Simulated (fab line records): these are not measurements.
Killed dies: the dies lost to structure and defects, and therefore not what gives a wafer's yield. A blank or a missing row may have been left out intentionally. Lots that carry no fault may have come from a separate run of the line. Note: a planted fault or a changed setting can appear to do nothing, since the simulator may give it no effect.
Matching of chambers ; flow n5_finfet ; N5_BEOL_M13_ILD_DEP_00 on pecvd-04: 3 sister chambers
The step deposits SiOC from DEMS/O2, target thk 837.92 nm, time 166.4 s. 3 wafers are shown with their chamber, then 10 later ones without.

== WAFERS WITH THEIR CHAMBER ==
wafer;chamber;heater_power_w (W)
L090.1;0;623
L089.1;1;406
L089.4;2;520

== WAFERS WITHOUT THEIR CHAMBER ==
wafer;heater_power_w (W)
L089.6;321
L092.1;490
L092.4;593
L092.5;526
L093.3;366
L093.4;397
L093.6;513
L095.1;516
L095.3;400
L095.6;412

== EACH ONE'S CHAMBER ==
wafer;from the rows above;in truth
L089.6;1;1
L092.1;can't be placed: 2 or 1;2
L092.4;can't be placed: 0 or 2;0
L092.5;2;2
L093.3;1;1
L093.4;1;1
L093.6;2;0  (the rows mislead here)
L095.1;2;2
L095.3;1;1
L095.6;1;1
Correct placement for 7 of the 10. Cannot be placed on the basis of these rows: 2; the candidates contain the true chamber in 2. 1 placed wrongly.
How it was worked out, from the rows above alone: a wafer's distance from a chamber is the root of the sum, over the readings, of the square of ((its reading less the chamber's mean) divided by the reading's scatter). If the next closest chamber is less than 2 further off than the closest, the wafer can't be placed; otherwise it belongs to the closest. Each chamber's mean is taken over the wafers shown for it. The scatter (one wafer shown for each chamber): square how far every hidden wafer sits from the nearest shown wafer, average those squares and take the square root.
